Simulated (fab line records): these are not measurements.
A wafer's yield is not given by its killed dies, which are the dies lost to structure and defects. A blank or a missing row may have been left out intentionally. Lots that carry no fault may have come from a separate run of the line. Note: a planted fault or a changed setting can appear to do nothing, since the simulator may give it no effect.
fab line records	flow n5_finfet
[record] lots = 24	wafers = 72	last_day = 18
route steps=1938 shown BEOL_M15@1828 MIM_BOT@1833 MIM_TOP_ETCH@1853 MIM_BOT_ETCH@1866 PAD_METAL@1895
lots that met no fault: from a run of the same line without faults
start_h: hours from the record's opening day to when the first of the lot's shown wafers began	wait_h: time in hours since the lot's previous step	" as in the row above	L1.1+2: a row that stands for several wafers	- value missing, or start not given	* or withheld: withheld	< > ~ a bound
route shown NAME@n: NAME is a module with steps in the file, n the number in the route of the first one	usual: mean/standard deviation taken from wafers without a fault	same: alike in all rows	chamber/n: place in a boat	sites: the reading at each site	_std_site: standard deviation of those values	_edge_site: inner sites' mean taken away from outer sites' mean	radius_mm: for every site, how far away it sits from the centre of the wafer	mask NAME#n: copy n	behind: tool/chamber where the wafer was last shaped	hold: the reason the lot was held/the length of the hold in hours/how it ended	device: whichever transistor did not switch (one of n, p or np)	end of line: the tests these same wafers got at the end of their route	where a step has no rows: the recipe by itself	killed: not the wafer's yield, but the dies lost to structure and defects at the first sort	map: the dies of a wafer, with x for killed, . for not killed, _ for no die there
set.NAME: the setting the step ran with; set.NAME@STEP: the setting that earlier step ran with	model.NAME: the simulator's own value behind a step, which no gauge read
one table for each step of the route and one row for each wafer, over a sample of lots
services: the hour from which a tool's chamber was out of use, counted from the record's first day as start_h (under 0 if before that day), plus the number of hours and why
[[steps]]
[step N5_BEOL_M15_RS_MEAS_54]
[recipe] thk_meas_gauge = four-point-probe	reads = Cu_of_BEOL_M15_ECD_47+Ta_of_BEOL_M15_SPUTTER_44+TaN_of_BEOL_M15_SPUTTER_43
[usual] M15_RS = 0.0218/0.00056
lot.wafer	tool	chamber	start_h	wait_h	M15_RS[ohm/sq]
L076.2	film_metro-02	-	260.52	0.1	0.0219
L076.3	"	-	"	"	0.0231
L076.4	"	-	"	"	0.0210
L075.3	film_metro-01	-	272.09	0.1	0.0223
L075.4	"	-	"	"	0.0219
L075.5	"	-	"	"	0.0223
L074.4	film_metro-01	-	272.90	0.0	0.0215
L074.5	"	-	"	"	0.0217
L074.6	"	-	"	"	0.0217
L077.3	film_metro-01	-	280.28	0.1	0.0224
L077.4	"	-	"	"	0.0220
L077.5	"	-	"	"	0.0223
L080.1	film_metro-01	-	294.50	0.1	0.0222
L080.2	"	-	"	"	0.0215
L080.5	"	-	"	"	0.0223
L078.1	film_metro-02	-	296.45	0.0	0.0210
L078.2	"	-	"	"	0.0229
L078.4	"	-	"	"	0.0210
L079.1	film_metro-01	-	296.93	0.1	0.0222
L079.3	"	-	"	"	0.0222
L079.4	"	-	"	"	0.0220
L081.2	film_metro-02	-	306.13	0.1	0.0219
L081.3	"	-	"	"	0.0214
L081.6	"	-	"	"	0.0216
L083.3	film_metro-01	-	321.61	0.1	0.0217
L083.5	"	-	"	"	0.0215
L083.6	"	-	"	"	0.0212
L084.3	film_metro-02	-	327.17	0.1	0.0209
L084.4	"	-	"	"	0.0215
L084.6	"	-	"	"	0.0227
L082.1	film_metro-02	-	327.64	0.0	0.0218
L082.4	"	-	"	"	0.0215
L082.5	"	-	"	"	0.0216
L085.1	film_metro-02	-	332.70	0.0	0.0211
L085.3	"	-	"	"	0.0206
L085.5	"	-	"	"	0.0208
L086.1	film_metro-01	-	351.12	0.0	0.0224
L086.2	"	-	"	"	0.0228
L086.6	"	-	"	"	0.0226
L087.1	film_metro-02	-	353.57	0.0	0.0214
L087.5	"	-	"	"	0.0217
L087.6	"	-	"	"	0.0213
L089.3	film_metro-02	-	368.46	0.1	0.0230
L089.5	"	-	"	"	0.0217
L089.6	"	-	"	"	0.0224
L088.1	film_metro-02	-	369.00	0.0	0.0227
L088.2	"	-	"	"	0.0228
L088.5	"	-	"	"	0.0218
L093.1	film_metro-01	-	374.42	0.0	0.0216
L093.2	"	-	"	"	0.0213
L093.6	"	-	"	"	0.0213
L090.1	film_metro-02	-	382.95	0.0	0.0218
L090.4	"	-	"	"	0.0218
L090.5	"	-	"	"	0.0216
L091.2	film_metro-02	-	384.75	0.1	0.0215
L091.3	"	-	"	"	0.0221
L091.5	"	-	"	"	0.0222
L092.1	film_metro-01	-	385.31	0.0	0.0213
L092.4	"	-	"	"	0.0218
L092.6	"	-	"	"	0.0218
L094.3	film_metro-02	-	388.81	0.1	0.0220
L094.4	"	-	"	"	0.0215
L094.6	"	-	"	"	0.0216
L095.1	film_metro-02	-	398.89	0.1	0.0216
L095.5	"	-	"	"	0.0225
L095.6	"	-	"	"	0.0223
L097.3	film_metro-02	-	424.86	0.1	0.0227
L097.4	"	-	"	"	0.0227
L097.6	"	-	"	"	0.0208
L096.1	film_metro-01	-	425.04	0.0	0.0226
L096.2	"	-	"	"	0.0208
L096.4	"	-	"	"	0.0226
[step N5_MIM_BOT_SPUTTER_00]
[recipe] material = TiN	target_thk_a = 350	temp_c = 200	power_w = 3000	chamber_pressure_pa = 0.49996	gas = Ar	reactive_partial_pa = 0.37997	time_s = 89.7
[usual] throttle_valve_pct = 29.9/0.85
[same] time_s = 89.7
lot.wafer	tool	chamber	start_h	wait_h	throttle_valve_pct
L076.2	pvd_sputter-03	-	263.33	0.0	29.2
L076.3	"	-	"	"	31.6
L076.4	"	-	"	"	30.7
L075.3	pvd_sputter-03	-	273.92	0.0	31.5
L075.4	"	-	"	"	30.8
L075.5	"	-	"	"	30.9
L074.4	pvd_sputter-03	-	274.82	0.0	31.9
L074.5	"	-	"	"	30.8
L074.6	"	-	"	"	30.1
L077.3	pvd_sputter-01	-	282.11	0.0	30.7
L077.4	"	-	"	"	28.5
L077.5	"	-	"	"	29.8
L080.1	pvd_sputter-02	-	297.70	0.0	30.1
L080.2	"	-	"	"	29.7
L080.5	"	-	"	"	29.9
L078.1	pvd_sputter-01	-	298.20	0.0	28.5
L078.2	"	-	"	"	30.7
L078.4	"	-	"	"	30.0
L079.1	pvd_sputter-01	-	298.40	0.0	28.7
L079.3	"	-	"	"	30.8
L079.4	"	-	"	"	30.0
L081.2	pvd_sputter-01	-	307.63	0.0	28.9
L081.3	"	-	"	"	29.9
L081.6	"	-	"	"	30.6
L083.3	pvd_sputter-02	-	324.66	0.0	30.5
L083.5	"	-	"	"	30.1
L083.6	"	-	"	"	29.8
L084.3	pvd_sputter-01	-	329.25	0.0	28.6
L084.4	"	-	"	"	28.6
L084.6	"	-	"	"	30.5
L082.1	pvd_sputter-01	-	329.47	0.0	30.8
L082.4	"	-	"	"	28.6
L082.5	"	-	"	"	30.0
L085.1	pvd_sputter-03	-	336.86	0.0	31.5
L085.3	"	-	"	"	30.2
L085.5	"	-	"	"	29.1
L086.1	pvd_sputter-02	-	352.77	0.0	29.8
L086.2	"	-	"	"	30.2
L086.6	"	-	"	"	29.8
L087.1	pvd_sputter-03	-	355.00	0.0	31.7
L087.5	"	-	"	"	30.5
L087.6	"	-	"	"	31.7
L089.3	pvd_sputter-01	-	370.05	0.0	30.6
L089.5	"	-	"	"	28.7
L089.6	"	-	"	"	28.5
L088.1	pvd_sputter-02	-	372.39	0.0	29.8
L088.2	"	-	"	"	30.3
L088.5	"	-	"	"	29.8
L093.1	pvd_sputter-02	-	375.85	0.0	30.1
L093.2	"	-	"	"	29.7
L093.6	"	-	"	"	29.7
L090.1	pvd_sputter-01	-	384.11	0.0	28.5
L090.4	"	-	"	"	30.9
L090.5	"	-	"	"	29.7
L091.2	pvd_sputter-02	-	386.45	0.0	29.7
L091.3	"	-	"	"	29.8
L091.5	"	-	"	"	29.6
L092.1	pvd_sputter-03	-	386.85	0.0	31.5
L092.4	"	-	"	"	30.1
L092.6	"	-	"	"	31.9
L094.3	pvd_sputter-02	-	391.82	0.0	29.7
L094.4	"	-	"	"	30.1
L094.6	"	-	"	"	29.8
L095.1	pvd_sputter-01	-	401.90	0.0	28.6
L095.5	"	-	"	"	29.9
L095.6	"	-	"	"	30.6
L097.3	pvd_sputter-01	-	426.74	0.0	30.1
L097.4	"	-	"	"	28.7
L097.6	"	-	"	"	28.4
L096.1	pvd_sputter-01	-	427.46	0.0	28.4
L096.2	"	-	"	"	30.7
L096.4	"	-	"	"	29.9
[step N5_MIM_TOP_ETCH_PECVD_03]
[recipe] material = SiNx	target_thk_a = 200	temp_c = 400	precursor = SiH4/NH3/N2	pressure_torr = 1.5	rf_w = 300	time_s = 17.6
[usual] chamber_pressure_Torr = 1.500/0.0033	heater_power_outer_w = 464/57	heater_power_w = 808/83	showerhead_plenum_p_Torr = 5.12/0.063	throttle_valve_pct = 39.1/1.6
[same] time_s = 17.6
lot.wafer	tool	chamber	start_h	wait_h	chamber_pressure_Torr	heater_power_outer_w	heater_power_w	showerhead_plenum_p_Torr	throttle_valve_pct
L076.2	pecvd-02	1	265.27	-	1.504	440	793	5.12	41.8
L076.3	"	2	"	"	1.500	534	934	5.12	38.9
L076.4	"	1	"	"	1.504	451	792	5.13	41.6
L075.3	pecvd-02	1	276.54	-	1.503	523	884	5.12	41.9
L075.4	"	1	"	"	1.506	502	852	5.13	41.6
L075.5	"	2	"	"	1.500	450	791	5.11	39.0
L074.4	pecvd-04	0	277.24	-	1.501	536	918	5.17	38.0
L074.5	"	2	"	"	1.501	385	679	5.04	36.4
L074.6	"	1	"	"	1.505	425	782	5.07	38.2
L077.3	pecvd-03	0	284.64	-	1.500	414	717	5.15	40.3
L077.4	"	0	"	"	1.499	421	723	5.15	40.5
L077.5	"	1	"	"	1.500	499	861	5.19	40.7
L080.1	pecvd-02	2	299.41	-	1.498	534	927	5.11	39.1
L080.2	"	1	"	"	1.504	442	776	5.13	41.6
L080.5	"	2	"	"	1.502	528	943	5.10	38.9
L078.1	pecvd-04	1	303.77	-	1.503	451	810	5.07	38.4
L078.2	"	0	"	"	1.505	489	889	5.16	38.1
L078.4	"	0	"	"	1.505	497	872	5.17	37.7
L079.1	pecvd-02	1	303.90	-	1.496	533	872	5.13	41.6
L079.3	"	2	"	"	1.499	437	793	5.11	38.9
L079.4	"	1	"	"	1.498	523	870	5.11	41.6
L081.2	pecvd-02	2	311.78	-	1.501	533	912	5.12	39.1
L081.3	"	1	"	"	1.501	510	897	5.12	42.0
L081.6	"	1	"	"	1.499	528	892	5.13	41.8
L083.3	pecvd-02	1	326.68	-	1.503	504	849	5.12	41.8
L083.5	"	0	"	"	1.495	511	837	5.27	38.1
L083.6	"	1	"	"	1.500	517	876	5.12	41.7
L084.3	pecvd-04	2	331.92	-	1.503	380	707	5.02	36.7
L084.4	"	0	"	"	1.498	525	948	5.16	38.2
L084.6	"	1	"	"	1.504	387	749	5.07	38.4
L082.1	pecvd-04	1	332.30	-	1.489	352	718	5.07	38.3
L082.4	"	1	"	"	1.495	369	713	5.07	38.6
L082.5	"	2	"	"	1.499	444	798	5.03	36.5
L085.1	pecvd-02	1	339.06	-	1.500	459	778	5.12	41.5
L085.3	"	2	"	"	1.502	521	933	5.12	39.2
L085.5	"	2	"	"	1.499	553	888	5.11	39.2
L086.1	pecvd-03	1	355.33	-	1.501	470	854	5.17	40.4
L086.2	"	2	"	"	1.502	411	695	5.04	37.7
L086.6	"	1	"	"	1.497	480	837	5.18	40.8
L087.1	pecvd-03	1	358.46	-	1.496	516	887	5.16	40.6
L087.5	"	1	"	"	1.495	516	875	5.16	40.8
L087.6	"	2	"	"	1.499	411	676	5.04	37.8
L089.3	pecvd-03	0	373.59	-	1.501	369	653	5.14	41.0
L089.5	"	1	"	"	1.500	409	729	5.17	40.4
L089.6	"	0	"	"	1.499	376	665	5.13	41.0
L088.1	pecvd-04	2	374.17	-	1.509	365	682	5.03	36.5
L088.2	"	1	"	"	1.497	405	769	5.06	38.0
L088.5	"	0	"	"	1.497	545	951	5.16	38.2
L093.1	pecvd-03	0	377.50	-	1.500	393	692	5.13	40.8
L093.2	"	1	"	"	1.498	442	784	5.17	40.4
L093.6	"	0	"	"	1.499	387	673	5.14	40.8
L090.1	pecvd-03	1	386.46	-	1.500	492	862	5.17	40.4
L090.4	"	1	"	"	1.498	507	873	5.17	40.6
L090.5	"	0	"	"	1.497	420	735	5.14	40.8
L091.2	pecvd-04	1	388.76	-	1.499	427	789	5.06	38.4
L091.3	"	2	"	"	1.501	461	806	5.04	37.0
L091.5	"	0	"	"	1.497	581	973	5.15	38.1
L092.1	pecvd-04	1	391.99	-	1.496	372	750	5.06	38.1
L092.4	"	2	"	"	1.499	473	836	5.04	37.0
L092.6	"	0	"	"	1.500	556	959	5.16	37.8
L094.3	pecvd-03	1	394.40	-	1.504	480	825	5.17	40.5
L094.4	"	1	"	"	1.503	469	843	5.17	40.6
L094.6	"	0	"	"	1.494	445	741	5.13	40.9
L095.1	pecvd-04	0	403.59	-	1.497	454	823	5.16	37.7
L095.5	"	0	"	"	1.501	465	836	5.17	37.6
L095.6	"	2	"	"	1.498	444	781	5.03	37.2
L097.3	pecvd-04	0	428.33	-	1.505	450	820	5.16	38.1
L097.4	"	2	"	"	1.499	448	764	5.04	36.9
L097.6	"	0	"	"	1.504	459	792	5.17	38.1
L096.1	pecvd-03	1	429.06	-	1.499	499	875	5.17	40.6
L096.2	"	0	"	"	1.495	476	788	5.13	41.1
L096.4	"	2	"	"	1.502	497	790	5.05	37.9
[step N5_MIM_BOT_ETCH_ETCH_04]
[recipe] chemistry = CF4/O2	target = SiNx	target_depth_a = 260	time_s = 13	ion_energy_ev = 100	pressure_mtorr = 40	source_w = 535	bias_w = 49	Ar_flow_sccm = 100	cf4_flow_sccm = 100	O2_flow_sccm = 10
[usual] drypump_motor_current_A = 5.6/0.49	oes_product_au = 0.79/0.11	rf_vpp_V = 239/5	showerhead_plenum_p_Torr = 2.22/0.086	throttle_valve_pct = 15.89/0.25
[same] time_s = 13
lot.wafer	tool	chamber	start_h	wait_h	drypump_motor_current_A	oes_product_au	rf_hours_counter_h	rf_vpp_V	showerhead_plenum_p_Torr	throttle_valve_pct
L076.2	rie_diel-01	2	265.77	0.0	5.5	0.89	45	239	2.34	15.67
L076.3	"	3	"	"	5.7	0.83	38	244	2.15	15.64
L076.4	"	1	"	"	5.9	0.70	214	247	2.26	16.17
L075.3	rie_diel-01	0	277.58	0.0	6.0	0.66	246	245	2.24	16.11
L075.4	"	2	"	"	5.5	0.89	48	239	2.34	15.66
L075.5	"	1	"	"	5.9	0.69	-	248	2.26	16.16
L074.4	rie_diel-01	0	277.86	0.0	6.0	0.66	246	244	2.24	16.08
L074.5	"	1	"	"	5.9	0.69	-	248	2.26	16.16
L074.6	"	0	"	"	6.0	0.66	-	248	2.24	16.10
L077.3	rie_diel-03	1	285.34	0.0	5.4	0.84	62	238	2.14	15.56
L077.4	"	2	"	"	4.7	0.91	28	236	2.15	15.61
L077.5	"	1	"	"	5.4	0.84	-	236	2.14	15.56
L080.1	rie_diel-03	1	300.07	0.0	5.4	0.83	66	237	2.14	15.57
L080.2	"	2	"	"	4.7	0.89	32	238	2.15	15.60
L080.5	"	0	"	"	5.2	0.82	-	243	2.35	15.81
L078.1	rie_diel-03	2	304.43	0.0	4.7	0.90	34	236	2.15	15.62
L078.2	"	0	"	"	5.2	0.82	55	241	2.35	15.81
L078.4	"	1	"	"	5.4	0.83	68	238	2.14	15.57
L079.1	rie_diel-03	0	304.63	0.0	5.2	0.83	55	244	2.34	15.80
L079.3	"	2	"	"	4.7	0.89	34	238	2.15	15.62
L079.4	"	3	"	"	6.4	0.73	173	238	2.11	16.30
L081.2	rie_diel-01	3	312.32	0.0	5.7	0.82	54	244	2.15	15.68
L081.3	"	0	"	"	6.0	1.00	1	246	2.24	15.66
L081.6	"	1	"	"	5.9	0.68	-	248	2.25	16.20
L083.3	rie_diel-03	3	327.32	0.0	6.5	0.73	181	237	2.11	16.31
L083.5	"	1	"	"	5.4	0.82	-	238	2.14	15.58
L083.6	"	2	"	"	4.7	0.88	-	236	2.15	15.61
L084.3	rie_diel-05	0	332.56	0.0	5.2	0.66	233	232	2.17	15.95
L084.4	"	2	"	"	6.2	0.67	243	230	2.10	16.37
L084.6	"	3	"	"	4.8	0.69	-	241	2.26	16.13
L082.1	rie_diel-01	0	332.94	0.0	6.0	0.94	9	245	2.24	15.65
L082.4	"	3	"	"	5.7	0.80	-	243	2.15	15.65
L082.5	"	0	"	"	6.0	0.94	-	248	2.24	15.67
L085.1	rie_diel-05	0	339.70	0.0	5.2	0.66	236	233	2.17	15.94
L085.3	"	1	"	"	5.4	0.67	239	234	2.15	16.14
L085.5	"	2	"	"	6.2	0.68	-	232	2.10	16.36
L086.1	rie_diel-01	1	355.97	0.0	5.9	0.68	237	249	2.25	16.20
L086.2	"	2	"	"	5.5	0.85	77	238	2.33	15.72
L086.6	"	0	"	"	6.0	0.93	-	245	2.24	15.68
L087.1	rie_diel-05	3	359.28	0.0	4.8	0.68	254	239	2.26	16.15
L087.5	"	0	"	"	5.2	0.66	-	232	2.17	15.96
L087.6	"	1	"	"	5.4	0.67	-	234	2.14	16.17
L089.3	rie_diel-01	0	374.23	0.0	6.0	0.91	28	246	2.23	15.71
L089.5	"	2	"	"	5.5	0.84	-	239	2.33	15.75
L089.6	"	1	"	"	5.9	0.67	-	248	2.25	16.19
L088.1	rie_diel-05	2	374.91	0.0	6.2	1.04	1	235	2.36	15.83
L088.2	"	0	"	"	5.2	0.65	251	234	2.17	15.98
L088.5	"	1	"	"	5.4	0.66	-	233	2.14	16.16
L093.1	rie_diel-05	2	378.01	0.0	6.2	1.01	3	235	2.36	15.83
L093.2	"	0	"	"	5.2	0.65	252	233	2.17	15.98
L093.6	"	0	"	"	5.2	0.64	-	232	2.17	15.98
L090.1	rie_diel-03	1	386.97	0.0	5.4	0.80	99	237	2.13	15.62
L090.4	"	3	"	"	6.5	0.71	205	237	2.10	16.39
L090.5	"	3	"	"	6.5	0.71	-	236	2.10	16.36
L091.2	rie_diel-05	1	389.39	0.0	5.4	0.66	261	234	2.14	16.18
L091.3	"	0	"	"	5.2	0.64	258	234	2.16	15.98
L091.5	"	2	"	"	6.2	0.99	-	236	2.36	15.83
L092.1	rie_diel-05	0	392.50	0.0	5.2	0.64	259	232	2.16	15.98
L092.4	"	1	"	"	5.4	0.65	-	235	2.14	16.17
L092.6	"	2	"	"	6.2	0.98	-	236	2.35	15.83
L094.3	rie_diel-03	3	394.91	0.0	6.4	0.70	208	236	2.10	16.36
L094.4	"	0	"	"	5.2	0.78	88	242	2.33	15.85
L094.6	"	1	"	"	5.4	0.79	-	238	2.13	15.64
L095.1	rie_diel-05	0	404.10	0.0	5.2	0.64	264	233	2.16	16.00
L095.5	"	3	"	"	4.8	0.98	-	239	2.26	15.64
L095.6	"	2	"	"	6.3	0.96	-	234	2.35	15.84
L097.3	rie_diel-01	2	428.84	0.0	5.5	0.81	106	239	2.32	15.77
L097.4	"	1	"	"	5.9	0.96	4	248	2.24	15.80
L097.6	"	3	"	"	5.7	0.75	-	244	2.13	15.77
L096.1	rie_diel-05	1	429.57	0.0	5.4	0.96	3	235	2.14	15.63
L096.2	"	3	"	"	4.8	0.95	15	240	2.25	15.69
L096.4	"	3	"	"	4.8	0.93	-	238	2.25	15.65
[step N5_MIM_BOT_ETCH_ETCH_03]
[recipe] chemistry = Cl2/BCl3	target_depth_a = 120	pressure_mtorr = 8	icp_w = 800	bias_w = 100	Cl2_flow_sccm = 20	bcl3_flow_sccm = 80
[usual] drypump_motor_current_A = 5.55/0.29	oes_product_au = 0.82/0.086	throttle_valve_pct = 27.8/0.35
lot.wafer	tool	chamber	start_h	wait_h	drypump_motor_current_A	oes_product_au	rf_hours_counter_h	throttle_valve_pct
L076.2	rie_metal-03	1	265.86	0.1	5.93	0.77	44	28.0
L076.3	"	1	"	"	5.91	0.76	-	28.0
L076.4	"	0	"	"	5.65	0.72	-	27.6
L075.3	rie_metal-03	1	277.70	0.1	5.90	0.77	-	28.0
L075.4	"	0	"	"	5.66	0.71	-	27.6
L075.5	"	0	"	"	5.67	0.71	-	27.6
L074.4	rie_metal-02	0	277.97	0.1	4.94	0.93	-	27.7
L074.5	"	0	"	"	4.93	0.93	-	27.7
L074.6	"	1	"	"	5.49	0.97	-	27.7
L077.3	rie_metal-01	0	285.45	0.1	5.47	0.85	-	28.3
L077.4	"	1	"	"	5.62	0.92	-	27.1
L077.5	"	0	"	"	5.45	0.85	-	28.3
L080.1	rie_metal-03	1	300.16	0.1	5.88	0.75	46	28.0
L080.2	"	0	"	"	5.69	0.71	69	27.6
L080.5	"	1	"	"	5.92	0.75	-	28.0
L078.1	rie_metal-01	0	304.52	0.1	5.47	0.83	18	28.3
L078.2	"	1	"	"	5.64	0.91	22	27.1
L078.4	"	1	"	"	5.64	0.92	-	27.1
L079.1	rie_metal-03	1	304.72	0.1	5.90	0.75	47	28.0
L079.3	"	0	"	"	5.66	0.70	-	27.7
L079.4	"	1	"	"	5.90	0.75	-	28.0
L081.2	rie_metal-02	0	312.41	0.1	4.94	0.91	5	27.7
L081.3	"	0	"	"	4.95	0.91	-	27.7
L081.6	"	1	"	"	5.48	0.95	-	27.7
L083.3	rie_metal-03	1	327.43	0.1	5.88	0.75	-	28.0
L083.5	"	1	"	"	5.89	0.75	-	28.0
L083.6	"	0	"	"	5.67	0.71	-	27.6
L084.3	rie_metal-02	1	332.68	0.1	5.51	0.93	-	27.7
L084.4	"	0	"	"	4.96	0.90	-	27.7
L084.6	"	0	"	"	4.94	0.89	-	27.7
L082.1	rie_metal-03	0	333.02	0.1	5.64	0.70	72	27.7
L082.4	"	1	"	"	5.92	0.75	-	28.0
L082.5	"	1	"	"	5.89	0.75	-	28.0
L085.1	rie_metal-02	1	339.78	0.1	5.53	0.93	12	27.8
L085.3	"	0	"	"	4.98	0.88	-	27.7
L085.5	"	1	"	"	5.53	0.92	-	27.7
L086.1	rie_metal-01	0	356.06	0.1	5.46	0.83	24	28.3
L086.2	"	1	"	"	5.66	0.89	26	27.1
L086.6	"	1	"	"	5.65	0.90	-	27.1
L087.1	rie_metal-03	1	359.37	0.1	5.93	0.75	51	28.0
L087.5	"	1	"	"	5.92	0.74	-	28.0
L087.6	"	0	"	"	5.68	0.71	-	27.6
L089.3	rie_metal-03	0	374.37	0.1	5.68	0.70	-	27.7
L089.5	"	0	"	"	5.64	0.70	-	27.6
L089.6	"	0	"	"	5.64	0.70	-	27.7
L088.1	rie_metal-02	1	375.00	0.1	5.49	0.90	15	27.8
L088.2	"	0	"	"	4.95	0.87	11	27.7
L088.5	"	1	"	"	5.49	0.91	-	27.8
L093.1	rie_metal-01	1	378.10	0.1	5.63	0.88	28	27.1
L093.2	"	0	"	"	5.46	0.81	26	28.3
L093.6	"	1	"	"	5.62	0.88	-	27.1
L090.1	rie_metal-03	0	387.06	0.1	5.67	0.70	77	27.7
L090.4	"	1	"	"	5.89	0.73	-	28.0
L090.5	"	1	"	"	5.92	0.74	-	28.0
L091.2	rie_metal-01	1	389.48	0.1	5.61	0.88	29	27.1
L091.3	"	0	"	"	5.50	0.80	-	28.4
L091.5	"	1	"	"	5.62	0.88	-	27.1
L092.1	rie_metal-01	1	392.59	0.1	5.59	0.89	29	27.1
L092.4	"	1	"	"	5.63	0.87	-	27.1
L092.6	"	1	"	"	5.64	0.88	-	27.1
L094.3	rie_metal-02	1	395.03	0.1	5.51	0.90	-	27.8
L094.4	"	0	"	"	4.97	0.86	-	27.7
L094.6	"	1	"	"	5.51	0.90	-	27.8
L095.1	rie_metal-01	0	404.18	0.1	5.43	0.80	28	28.3
L095.5	"	0	"	"	5.48	0.80	-	28.4
L095.6	"	1	"	"	5.63	0.87	-	27.1
L097.3	rie_metal-02	1	428.96	0.1	5.50	0.89	-	27.8
L097.4	"	0	"	"	4.94	0.84	-	27.8
L097.6	"	1	"	"	5.52	0.89	-	27.8
L096.1	rie_metal-03	1	429.65	0.1	5.91	0.73	57	28.0
L096.2	"	0	"	"	5.64	0.68	80	27.7
L096.4	"	1	"	"	5.91	0.73	-	28.0
[step N5_PASSIVATION_SPUTTER_20]
[recipe] material = TaN	target_thk_a = 500	temp_c = 25	chamber_pressure_pa = 0.4
[usual] throttle_valve_pct = 30.0/0.71
lot.wafer	tool	chamber	start_h	wait_h	throttle_valve_pct
L076.2	pvd_sputter-02	-	268.22	0.0	29.6
L076.3	"	-	"	"	30.0
L076.4	"	-	"	"	30.5
L075.3	pvd_sputter-01	-	279.65	0.0	28.7
L075.4	"	-	"	"	30.1
L075.5	"	-	"	"	30.1
L074.4	pvd_sputter-03	-	280.00	0.0	30.2
L074.5	"	-	"	"	30.1
L074.6	"	-	"	"	30.9
L077.3	pvd_sputter-03	-	288.55	0.0	31.2
L077.4	"	-	"	"	31.7
L077.5	"	-	"	"	30.7
L080.1	pvd_sputter-02	-	303.76	0.0	29.7
L080.2	"	-	"	"	30.2
L080.5	"	-	"	"	30.1
L078.1	pvd_sputter-01	-	307.17	0.0	30.7
L078.2	"	-	"	"	28.5
L078.4	"	-	"	"	29.9
L079.1	pvd_sputter-02	-	307.42	0.0	30.2
L079.3	"	-	"	"	29.9
L079.4	"	-	"	"	30.1
L081.2	pvd_sputter-01	-	314.58	0.0	30.5
L081.3	"	-	"	"	28.7
L081.6	"	-	"	"	30.0
L083.3	pvd_sputter-01	-	330.33	0.0	30.9
L083.5	"	-	"	"	29.8
L083.6	"	-	"	"	30.7
L084.3	pvd_sputter-02	-	337.44	0.0	30.4
L084.4	"	-	"	"	29.7
L084.6	"	-	"	"	30.0
L082.1	pvd_sputter-03	-	337.60	0.0	29.3
L082.4	"	-	"	"	31.3
L082.5	"	-	"	"	30.2
L085.1	pvd_sputter-01	-	343.91	0.0	29.0
L085.3	"	-	"	"	30.1
L085.5	"	-	"	"	30.0
L086.1	pvd_sputter-02	-	358.17	0.0	30.0
L086.2	"	-	"	"	29.7
L086.6	"	-	"	"	30.3
L087.1	pvd_sputter-03	-	362.90	0.0	29.1
L087.5	"	-	"	"	31.1
L087.6	"	-	"	"	29.0
L089.3	pvd_sputter-02	-	376.67	0.0	30.2
L089.5	"	-	"	"	30.3
L089.6	"	-	"	"	30.2
L088.1	pvd_sputter-02	-	380.49	0.0	30.1
L088.2	"	-	"	"	29.9
L088.5	"	-	"	"	29.8
L093.1	pvd_sputter-02	-	380.83	0.0	29.8
L093.2	"	-	"	"	29.7
L093.6	"	-	"	"	30.1
L091.2	pvd_sputter-03	-	392.21	0.0	30.1
L091.3	"	-	"	"	30.9
L091.5	"	-	"	"	30.8
L090.1	pvd_sputter-02	-	392.38	0.0	29.8
L090.4	"	-	"	"	29.8
L090.5	"	-	"	"	30.5
L092.1	pvd_sputter-02	-	396.70	0.0	29.6
L092.4	"	-	"	"	29.7
L092.6	"	-	"	"	29.7
L094.3	pvd_sputter-02	-	398.10	0.0	29.7
L094.4	"	-	"	"	29.6
L094.6	"	-	"	"	29.7
L095.1	pvd_sputter-01	-	409.50	0.0	28.5
L095.5	"	-	"	"	28.5
L095.6	"	-	"	"	30.7
L097.3	pvd_sputter-02	-	431.09	0.0	29.8
L097.4	"	-	"	"	29.7
L097.6	"	-	"	"	30.0
L096.1	pvd_sputter-03	-	433.41	0.0	30.1
L096.2	"	-	"	"	31.8
L096.4	"	-	"	"	29.4
[[services]]
tool	chamber	start_h	hours	kind
rie_diel-05	2	241.81	11.7	repair
rie_metal-03	-	242.53	0.8	repair
pvd_sputter-01	-	256.70	7.0	repair
rie_metal-02	-	260.14	0.2	repair
rie_metal-02	-	268.16	2.8	pm
pecvd-04	1	279.78	5.5	scheduled_down
rie_diel-05	1	284.48	2.8	repair
pecvd-04	0	294.62	3.5	repair
rie_metal-01	0	311.77	1.4	repair
rie_metal-01	1	317.85	17.7	repair
rie_diel-01	1	330.90	18.3	repair
rie_diel-05	1	334.52	2.8	repair
pvd_sputter-01	-	340.25	1.8	repair
rie_diel-05	2	353.01	-	clean
rie_diel-05	2	353.01	-	consumable_replace:focus_ring
rie_diel-05	2	353.01	-	consumable_replace:showerhead
rie_diel-05	2	353.01	18.7	scheduled_down
rie_diel-05	2	353.01	18.7	vent_cycle
rie_diel-03	2	357.16	20.5	repair
rie_metal-03	1	372.67	4.0	repair
pecvd-03	-	389.68	0.8	repair
rie_diel-01	0	390.40	5.7	repair
pvd_sputter-01	-	414.15	8.3	repair
pvd_sputter-03	-	430.25	1.9	repair
[[key]]
fault none
